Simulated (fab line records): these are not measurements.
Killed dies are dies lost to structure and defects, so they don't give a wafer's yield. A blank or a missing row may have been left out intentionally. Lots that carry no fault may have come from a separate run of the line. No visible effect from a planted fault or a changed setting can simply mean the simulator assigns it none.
fab line records / flow nandHarc
[record] lots = 6 wafers = 18 lastDay = 34
route steps=1302 shown P_ZERO_WELL@60 P_STI@69 END@1302
lots that met no fault: taken from a fault-free run of the same line
startH: hours from the record's opening day to when the first of the lot's shown wafers began / waitH: hours from the lot's prior step to this one / " repeats the value in the row above / L1.1+2: a single row standing in for several wafers / - no value present, or no start provided / * or withheld: withheld / < > ~ a bound
route shown NAME@n: NAME is a module with steps in the file, n the number in the route of the first one / usual: mean/standard deviation taken from wafers without a fault / same: alike in all rows / chamber/n: place in a boat / sites: readings site by site / _std_site: standard deviation of those values / _edge_site: the outer-site mean with the inner-site mean subtracted / radiusMm: how far each site lies from the wafer's centre / mask NAME#n: copy n / behind: the last tool/chamber to shape the wafer / hold: cause of the lot's hold/its duration in hours/its outcome / device: transistor that didn't switch, given as n, p or np / end of line: the tests these same wafers got at the end of their route / where a step has no rows: the recipe by itself / killed: dies lost to structure and defects at the first sort, not the wafer's yield / map: per-die view of a wafer (x killed, . not killed, _ where there is no die)
set.NAME: the setting as run; set.NAME@STEP: as run at that earlier step / model.NAME: the simulator's own value behind a step, which no gauge read
certain route steps with their lots: each step a table, each wafer a row
services: a tool's chamber out of use, with start hour (startH, from the record's first day; less than 0 if before it), hours out, and reason
[[steps]]
[step NHARC_P_ZERO_WELL_HARDBAKE_53]
[recipe] tempC = 125 timeS = 80
[step NHARC_P_ZERO_WELL_DESCUM_54]
[recipe] timeS = 3 o2FlowSccm = 200 arFlowSccm = 0 biasPowerW = 0 chemistry = O2
[usual] drypumpMotorCurrentA = 5.8/0.44 oesProductAu = 1.001/0.01 rfVppV = 57.7/0.88 showerheadPlenumPTorr = 1.90/0.09 throttleValvePct = 11.312/0.0095
[same] biasPowerW = 0
lot.wafer=L889.2 tool=rieDiel-07 chamber=1 startH=45.94 waitH=- drypumpMotorCurrentA=5.3 oesProductAu=0.999 rfHoursCounterH=29 rfVppV=57.0 showerheadPlenumPTorr=2.01 throttleValvePct=11.308
lot.wafer=L889.1 tool=rieDiel-07 chamber=2 startH=45.94 waitH=- drypumpMotorCurrentA=6.1 oesProductAu=1.000 rfHoursCounterH=31 rfVppV=57.3 showerheadPlenumPTorr=1.79 throttleValvePct=11.309
lot.wafer=L889.6 tool=rieDiel-07 chamber=2 startH=45.94 waitH=- drypumpMotorCurrentA=6.1 oesProductAu=1.005 rfHoursCounterH=- rfVppV=58.8 showerheadPlenumPTorr=1.79 throttleValvePct=11.317
lot.wafer=L895.4 tool=rieDiel-08 chamber=1 startH=105.93 waitH=- drypumpMotorCurrentA=6.6 oesProductAu=1.011 rfHoursCounterH=25 rfVppV=57.6 showerheadPlenumPTorr=1.91 throttleValvePct=11.319
lot.wafer=L895.2 tool=rieDiel-08 chamber=2 startH=105.93 waitH=- drypumpMotorCurrentA=6.5 oesProductAu=1.013 rfHoursCounterH=26 rfVppV=59.0 showerheadPlenumPTorr=2.03 throttleValvePct=11.316
lot.wafer=L895.6 tool=rieDiel-08 chamber=0 startH=105.93 waitH=- drypumpMotorCurrentA=5.9 oesProductAu=1.007 rfHoursCounterH=- rfVppV=59.1 showerheadPlenumPTorr=2.07 throttleValvePct=11.320
lot.wafer=L897.1 tool=rieDiel-10 chamber=1 startH=126.06 waitH=- drypumpMotorCurrentA=5.3 oesProductAu=1.007 rfHoursCounterH=15 rfVppV=58.8 showerheadPlenumPTorr=1.97 throttleValvePct=11.311
lot.wafer=L897.3 tool=rieDiel-10 chamber=2 startH=126.06 waitH=- drypumpMotorCurrentA=5.5 oesProductAu=1.019 rfHoursCounterH=11 rfVppV=55.8 showerheadPlenumPTorr=1.82 throttleValvePct=11.318
lot.wafer=L897.5 tool=rieDiel-10 chamber=3 startH=126.06 waitH=- drypumpMotorCurrentA=5.5 oesProductAu=1.017 rfHoursCounterH=- rfVppV=58.7 showerheadPlenumPTorr=1.85 throttleValvePct=11.326
lot.wafer=L899.3 tool=rieDiel-07 chamber=1 startH=147.78 waitH=- drypumpMotorCurrentA=5.3 oesProductAu=1.001 rfHoursCounterH=9 rfVppV=57.7 showerheadPlenumPTorr=2.00 throttleValvePct=11.335
lot.wafer=L899.4 tool=rieDiel-07 chamber=3 startH=147.78 waitH=- drypumpMotorCurrentA=5.4 oesProductAu=0.998 rfHoursCounterH=7 rfVppV=57.2 showerheadPlenumPTorr=1.85 throttleValvePct=11.322
lot.wafer=L899.5 tool=rieDiel-07 chamber=1 startH=147.78 waitH=- drypumpMotorCurrentA=5.3 oesProductAu=0.992 rfHoursCounterH=- rfVppV=59.1 showerheadPlenumPTorr=2.00 throttleValvePct=11.310
lot.wafer=L907.2 tool=rieDiel-10 chamber=0 startH=226.04 waitH=- drypumpMotorCurrentA=5.5 oesProductAu=0.990 rfHoursCounterH=55 rfVppV=58.3 showerheadPlenumPTorr=1.86 throttleValvePct=11.313
lot.wafer=L907.4 tool=rieDiel-10 chamber=2 startH=226.04 waitH=- drypumpMotorCurrentA=5.5 oesProductAu=0.996 rfHoursCounterH=46 rfVppV=57.5 showerheadPlenumPTorr=1.81 throttleValvePct=11.301
lot.wafer=L907.1 tool=rieDiel-10 chamber=3 startH=226.04 waitH=- drypumpMotorCurrentA=5.5 oesProductAu=0.991 rfHoursCounterH=56 rfVppV=58.3 showerheadPlenumPTorr=1.84 throttleValvePct=11.316
lot.wafer=L910.1 tool=rieDiel-08 chamber=2 startH=255.84 waitH=- drypumpMotorCurrentA=6.5 oesProductAu=0.998 rfHoursCounterH=17 rfVppV=58.4 showerheadPlenumPTorr=2.01 throttleValvePct=11.304
lot.wafer=L910.2 tool=rieDiel-08 chamber=1 startH=255.84 waitH=- drypumpMotorCurrentA=6.6 oesProductAu=0.995 rfHoursCounterH=22 rfVppV=57.2 showerheadPlenumPTorr=1.89 throttleValvePct=11.324
lot.wafer=L910.6 tool=rieDiel-08 chamber=3 startH=255.84 waitH=- drypumpMotorCurrentA=5.7 oesProductAu=0.995 rfHoursCounterH=- rfVppV=58.1 showerheadPlenumPTorr=1.85 throttleValvePct=11.313
[step NHARC_P_ZERO_WELL_IMPLANT_55]
[recipe] energyKev = 180 doseCm2 = 8e+11 tiltDeg = 7
[step NHARC_P_ZERO_WELL_IMPLANT_61]
[recipe] energyKev = 30 doseCm2 = 5e+11 tiltDeg = 7
[step NHARC_P_ZERO_WELL_STRIP_56]
[recipe] timeS = 840 tempC = 130 chemistry = SPM
[step NHARC_P_ZERO_WELL_PRECLEAN_68]
[recipe] timeS = 60 tempC = 50 bathAgeMin = 0 chemistry = SC1
[step NHARC_P_ZERO_WELL_SRD_69]
[step NHARC_P_ZERO_WELL_RTA_42]
[recipe] tempC = 1100 timeS = 300
[usual] annealTempCMax = 1103.7/0.78 lampPowerPct = 41.7/0.46 wafer_temp_C_max = 1107.2/1.4
lot.wafer=L889.1 tool=rtpAnneal-02 chamber=0 startH=46.91 waitH=- annealTempCMax=1103.8 lampPowerPct=41.4 wafer_temp_C_max=1105.3
lot.wafer=L889.2 tool=rtpAnneal-02 chamber=0 startH=46.91 waitH=- annealTempCMax=1103.0 lampPowerPct=41.4 wafer_temp_C_max=1107.0
lot.wafer=L889.6 tool=rtpAnneal-02 chamber=0 startH=46.91 waitH=- annealTempCMax=1103.0 lampPowerPct=41.3 wafer_temp_C_max=1105.5
lot.wafer=L895.2 tool=rtpAnneal-02 chamber=0 startH=107.00 waitH=- annealTempCMax=1104.1 lampPowerPct=41.3 wafer_temp_C_max=1107.5
lot.wafer=L895.4 tool=rtpAnneal-02 chamber=0 startH=107.00 waitH=- annealTempCMax=1104.0 lampPowerPct=41.3 wafer_temp_C_max=1106.4
lot.wafer=L895.6 tool=rtpAnneal-02 chamber=0 startH=107.00 waitH=- annealTempCMax=1105.1 lampPowerPct=41.4 wafer_temp_C_max=1108.4
lot.wafer=L897.1 tool=rtpAnneal-02 chamber=0 startH=127.02 waitH=- annealTempCMax=1104.3 lampPowerPct=41.3 wafer_temp_C_max=1106.4
lot.wafer=L897.3 tool=rtpAnneal-02 chamber=0 startH=127.02 waitH=- annealTempCMax=1104.0 lampPowerPct=41.4 wafer_temp_C_max=1107.8
lot.wafer=L897.5 tool=rtpAnneal-02 chamber=0 startH=127.02 waitH=- annealTempCMax=1103.9 lampPowerPct=41.3 wafer_temp_C_max=1106.1
lot.wafer=L899.3 tool=rtpAnneal-02 chamber=0 startH=148.96 waitH=- annealTempCMax=1104.5 lampPowerPct=41.3 wafer_temp_C_max=1106.4
lot.wafer=L899.4 tool=rtpAnneal-02 chamber=0 startH=148.96 waitH=- annealTempCMax=1102.6 lampPowerPct=41.4 wafer_temp_C_max=1109.3
lot.wafer=L899.5 tool=rtpAnneal-02 chamber=0 startH=148.96 waitH=- annealTempCMax=1103.0 lampPowerPct=41.5 wafer_temp_C_max=1106.1
lot.wafer=L907.1 tool=rtpAnneal-02 chamber=0 startH=227.02 waitH=- annealTempCMax=1103.6 lampPowerPct=41.4 wafer_temp_C_max=1105.4
lot.wafer=L907.2 tool=rtpAnneal-02 chamber=0 startH=227.02 waitH=- annealTempCMax=1103.0 lampPowerPct=41.3 wafer_temp_C_max=1107.2
lot.wafer=L907.4 tool=rtpAnneal-02 chamber=0 startH=227.02 waitH=- annealTempCMax=1104.1 lampPowerPct=41.3 wafer_temp_C_max=1106.8
lot.wafer=L910.1 tool=rtpAnneal-02 chamber=0 startH=256.82 waitH=- annealTempCMax=1105.0 lampPowerPct=41.4 wafer_temp_C_max=1107.6
lot.wafer=L910.2 tool=rtpAnneal-02 chamber=0 startH=256.82 waitH=- annealTempCMax=1103.1 lampPowerPct=41.4 wafer_temp_C_max=1106.2
lot.wafer=L910.6 tool=rtpAnneal-02 chamber=0 startH=256.82 waitH=- annealTempCMax=1103.3 lampPowerPct=41.3 wafer_temp_C_max=1106.9
[step NHARC_P_ZERO_WELL_INSPECT_43]
[usual] rawDefectCount = 13/5.3
lot.wafer=L889.1 tool=defectInspect-01 chamber=- startH=47.59 waitH=0.6 rawDefectCount=14
lot.wafer=L889.2 tool=defectInspect-01 chamber=- startH=47.59 waitH=0.6 rawDefectCount=16
lot.wafer=L889.6 tool=defectInspect-01 chamber=- startH=47.59 waitH=0.6 rawDefectCount=17
lot.wafer=L895.2 tool=defectInspect-01 chamber=- startH=107.57 waitH=0.5 rawDefectCount=6
lot.wafer=L895.4 tool=defectInspect-01 chamber=- startH=107.57 waitH=0.5 rawDefectCount=12
lot.wafer=L895.6 tool=defectInspect-01 chamber=- startH=107.57 waitH=0.5 rawDefectCount=5
lot.wafer=L897.1 tool=defectInspect-02 chamber=- startH=127.69 waitH=0.6 rawDefectCount=10
lot.wafer=L897.3 tool=defectInspect-02 chamber=- startH=127.69 waitH=0.6 rawDefectCount=9
lot.wafer=L897.5 tool=defectInspect-02 chamber=- startH=127.69 waitH=0.6 rawDefectCount=7
lot.wafer=L899.3 tool=defectInspect-01 chamber=- startH=149.46 waitH=0.4 rawDefectCount=19
lot.wafer=L899.4 tool=defectInspect-01 chamber=- startH=149.46 waitH=0.4 rawDefectCount=9
lot.wafer=L899.5 tool=defectInspect-01 chamber=- startH=149.46 waitH=0.4 rawDefectCount=16
lot.wafer=L907.1 tool=defectInspect-02 chamber=- startH=227.69 waitH=0.6 rawDefectCount=21
lot.wafer=L907.2 tool=defectInspect-02 chamber=- startH=227.69 waitH=0.6 rawDefectCount=17
lot.wafer=L907.4 tool=defectInspect-02 chamber=- startH=227.69 waitH=0.6 rawDefectCount=16
lot.wafer=L910.1 tool=defectInspect-02 chamber=- startH=257.49 waitH=0.6 rawDefectCount=17
lot.wafer=L910.2 tool=defectInspect-02 chamber=- startH=257.49 waitH=0.6 rawDefectCount=7
lot.wafer=L910.6 tool=defectInspect-02 chamber=- startH=257.49 waitH=0.6 rawDefectCount=14
[step NHARC_P_STI_ETCH_26]
[recipe] targetDepthA = 110 chemistry = dHF material = SiO2
[step NHARC_P_STI_PRECLEAN_27]
[recipe] timeS = * tempC = 50 bathAgeMin = 0 chemistry = SC1
[step NHARC_P_STI_SRD_28]
[step NHARC_P_STI_OXIDE_29]
[recipe] targetThkA = 100 tempC = 900 oxTimeS = 1362 material = SiO2
[usual] spikeTcLowerC = 900.7/1.4 zonePowerBottomPct = 30.1/2.8 zonePowerUpperPct = 19.4/2.1
lot.wafer=L889.1 tool=furnace-07 chamber=0 startH=53.88 waitH=- spikeTcLowerC=903.5 zonePowerBottomPct=29.3 zonePowerUpperPct=22.8
lot.wafer=L889.2 tool=furnace-07 chamber=0 startH=53.88 waitH=- spikeTcLowerC=903.0 zonePowerBottomPct=29.6 zonePowerUpperPct=22.4
lot.wafer=L889.6 tool=furnace-07 chamber=0 startH=53.88 waitH=- spikeTcLowerC=902.7 zonePowerBottomPct=29.6 zonePowerUpperPct=22.0
lot.wafer=L895.2 tool=furnace-08 chamber=0 startH=114.59 waitH=- spikeTcLowerC=901.7 zonePowerBottomPct=25.5 zonePowerUpperPct=20.3
lot.wafer=L895.4 tool=furnace-08 chamber=0 startH=114.59 waitH=- spikeTcLowerC=901.6 zonePowerBottomPct=25.7 zonePowerUpperPct=20.1
lot.wafer=L895.6 tool=furnace-08 chamber=0 startH=114.59 waitH=- spikeTcLowerC=902.6 zonePowerBottomPct=25.4 zonePowerUpperPct=21.0
lot.wafer=L895.2 tool=furnace-08 chamber=0 startH=120.53 waitH=2.3 spikeTcLowerC=901.9 zonePowerBottomPct=25.7 zonePowerUpperPct=20.8
lot.wafer=L895.4 tool=furnace-08 chamber=0 startH=120.53 waitH=2.3 spikeTcLowerC=900.7 zonePowerBottomPct=25.6 zonePowerUpperPct=20.7
lot.wafer=L895.6 tool=furnace-08 chamber=0 startH=120.53 waitH=2.3 spikeTcLowerC=899.7 zonePowerBottomPct=25.2 zonePowerUpperPct=20.2
lot.wafer=L897.1 tool=furnace-06 chamber=0 startH=131.64 waitH=- spikeTcLowerC=901.6 zonePowerBottomPct=32.7 zonePowerUpperPct=17.5
lot.wafer=L897.3 tool=furnace-06 chamber=0 startH=131.64 waitH=- spikeTcLowerC=899.3 zonePowerBottomPct=32.0 zonePowerUpperPct=17.3
lot.wafer=L897.5 tool=furnace-06 chamber=0 startH=131.64 waitH=- spikeTcLowerC=898.9 zonePowerBottomPct=31.9 zonePowerUpperPct=17.2
lot.wafer=L897.1 tool=furnace-07 chamber=0 startH=136.15 waitH=0.8 spikeTcLowerC=901.7 zonePowerBottomPct=29.5 zonePowerUpperPct=22.8
lot.wafer=L897.3 tool=furnace-07 chamber=0 startH=136.15 waitH=0.8 spikeTcLowerC=905.2 zonePowerBottomPct=29.7 zonePowerUpperPct=22.3
lot.wafer=L897.5 tool=furnace-07 chamber=0 startH=136.15 waitH=0.8 spikeTcLowerC=901.8 zonePowerBottomPct=29.2 zonePowerUpperPct=22.5
lot.wafer=L899.3 tool=furnace-08 chamber=0 startH=152.70 waitH=- spikeTcLowerC=901.1 zonePowerBottomPct=25.5 zonePowerUpperPct=20.3
lot.wafer=L899.4 tool=furnace-08 chamber=0 startH=152.70 waitH=- spikeTcLowerC=900.1 zonePowerBottomPct=25.5 zonePowerUpperPct=20.3
lot.wafer=L899.5 tool=furnace-08 chamber=0 startH=152.70 waitH=- spikeTcLowerC=900.6 zonePowerBottomPct=25.5 zonePowerUpperPct=20.5
lot.wafer=L907.1 tool=furnace-06 chamber=0 startH=232.67 waitH=- spikeTcLowerC=900.3 zonePowerBottomPct=31.8 zonePowerUpperPct=17.3
lot.wafer=L907.2 tool=furnace-06 chamber=0 startH=232.67 waitH=- spikeTcLowerC=898.5 zonePowerBottomPct=32.3 zonePowerUpperPct=17.5
lot.wafer=L907.4 tool=furnace-06 chamber=0 startH=232.67 waitH=- spikeTcLowerC=899.5 zonePowerBottomPct=32.2 zonePowerUpperPct=17.3
lot.wafer=L910.1 tool=furnace-07 chamber=0 startH=260.96 waitH=- spikeTcLowerC=902.8 zonePowerBottomPct=30.2 zonePowerUpperPct=22.8
lot.wafer=L910.2 tool=furnace-07 chamber=0 startH=260.96 waitH=- spikeTcLowerC=903.4 zonePowerBottomPct=29.8 zonePowerUpperPct=22.4
lot.wafer=L910.6 tool=furnace-07 chamber=0 startH=260.96 waitH=- spikeTcLowerC=901.6 zonePowerBottomPct=30.4 zonePowerUpperPct=22.3
[step NHARC_P_STI_HM_DEP_30]
[recipe] targetThkA = 800 tempC = 790 pressureMtorr = 300 timeS = 873 material = Si3N4
[step NHARC_END_SORT_01]
[recipe] tempC = 25
[usual] killedAtArray = 57/17 killedAtOther = 0.5/0.82 killedAtPeriphery = 4.0/2.8 killedDies = 61/18 killedOpen = 2.9/2 killedShort = 2.3/1.7
[same] grossDies = 677
lot.wafer=L889.1 tool=prober-01 chamber=0 startH=590.36 waitH=2.5 killedAtArray=88 killedAtOther=0 killedAtPeriphery=9 killedDies=97 killedOpen=2 killedShort=2
lot.wafer=L889.2 tool=prober-01 chamber=0 startH=591.15 waitH=2.8 killedAtArray=85 killedAtOther=0 killedAtPeriphery=10 killedDies=95 killedOpen=4 killedShort=7
lot.wafer=L889.6 tool=prober-01 chamber=0 startH=594.30 waitH=3.9 killedAtArray=87 killedAtOther=0 killedAtPeriphery=7 killedDies=94 killedOpen=2 killedShort=2
// killed by level:class
L889.1 A_CHANNEL_HOLE_D1:chamberFilmFlake=34 A_SLIT:chamberFilmFlake=24 A_CHANNEL_HOLE_D2:chamberFilmFlake=16 A_STAIRCASE:chamberFilmFlake=6 P_BONDPAD:chamberFilmFlake=5 A_WL_FILL:geometricParticle:short=2 P_GATE:chamberFilmFlake=2 A_SGD_CUT:chamberFilmFlake=2
L889.2 A_CHANNEL_HOLE_D2:chamberFilmFlake=34 A_SLIT:chamberFilmFlake=21 A_CHANNEL_HOLE_D1:chamberFilmFlake=14 A_STAIRCASE:chamberFilmFlake=9 P_BONDPAD:chamberFilmFlake=4 A_WL_FILL:geometricParticle:short=2 P_ZERO_WELL:geometricParticle:short=1 P_STI:geometricParticle:short=1
L889.6 A_CHANNEL_HOLE_D2:chamberFilmFlake=25 A_SLIT:chamberFilmFlake=25 A_CHANNEL_HOLE_D1:chamberFilmFlake=23 A_STAIRCASE:chamberFilmFlake=8 P_BONDPAD:chamberFilmFlake=3 P_ZERO_WELL:chamberFilmFlake=2 P_GATE:chamberFilmFlake=2 A_CONTACT:unspecified=2
[[services]]
tool=rieDiel-07 chamber=0 startH=22.70 hours=- kind=clean
tool=rieDiel-07 chamber=1 startH=22.70 hours=- kind=clean
tool=rieDiel-07 chamber=2 startH=22.70 hours=- kind=clean
tool=rieDiel-07 chamber=3 startH=22.70 hours=- kind=clean
tool=rieDiel-08 chamber=0 startH=32.50 hours=8.0 kind=repair
tool=rieDiel-08 chamber=- startH=48.96 hours=3.4 kind=repair
tool=rieDiel-10 chamber=1 startH=52.99 hours=2.4 kind=repair
tool=rieDiel-10 chamber=0 startH=55.56 hours=5.0 kind=repair
tool=rieDiel-10 chamber=- startH=65.52 hours=9.0 kind=pm
tool=rieDiel-07 chamber=2 startH=81.43 hours=18.9 kind=repair
tool=rieDiel-10 chamber=2 startH=104.57 hours=12.0 kind=repair
tool=rieDiel-07 chamber=- startH=117.20 hours=9.0 kind=pm
tool=rieDiel-08 chamber=0 startH=188.90 hours=2.6 kind=repair
tool=rieDiel-07 chamber=- startH=190.19 hours=0.6 kind=repair
tool=rieDiel-08 chamber=- startH=192.81 hours=9.0 kind=pm
tool=rieDiel-10 chamber=1 startH=199.14 hours=7.6 kind=repair
tool=rieDiel-10 chamber=2 startH=207.17 hours=8.8 kind=repair
tool=rieDiel-07 chamber=0 startH=211.67 hours=2.3 kind=repair
tool=rieDiel-10 chamber=0 startH=214.78 hours=1.6 kind=repair
tool=furnace-06 chamber=- startH=218.29 hours=2.3 kind=repair
tool=rieDiel-10 chamber=- startH=228.26 hours=0.7 kind=repair
tool=rieDiel-10 chamber=- startH=243.02 hours=9.0 kind=pm
tool=rieDiel-08 chamber=2 startH=243.10 hours=2.7 kind=repair
tool=rieDiel-07 chamber=3 startH=244.60 hours=3.2 kind=repair
[[key]]
[firstSign] step = NHARC_P_STI_OXIDE_29 reading = visit direction = added
effect none on later readings
metAt NHARC_P_STI_OXIDE_29
struckWafers L895.2,L895.4,L895.6,L897.1,L897.3,L897.5
testerLeftOut L895,L897
[fault] kind = repeatedStepWhole tool = furnace-06,furnace-07,furnace-08 chamber = - onsetH = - steps = NHARC_P_STI_OXIDE_29 times = 1 scope = struckLotsOnly
// testerLeftOut: of these lots the tester's yield and bins aren't shown, on N5 and GAA mostly nor the transistor test; their killed dies are dies lost to structure and defects alone, not to doping, threshold or leakage, so they don't give the yield
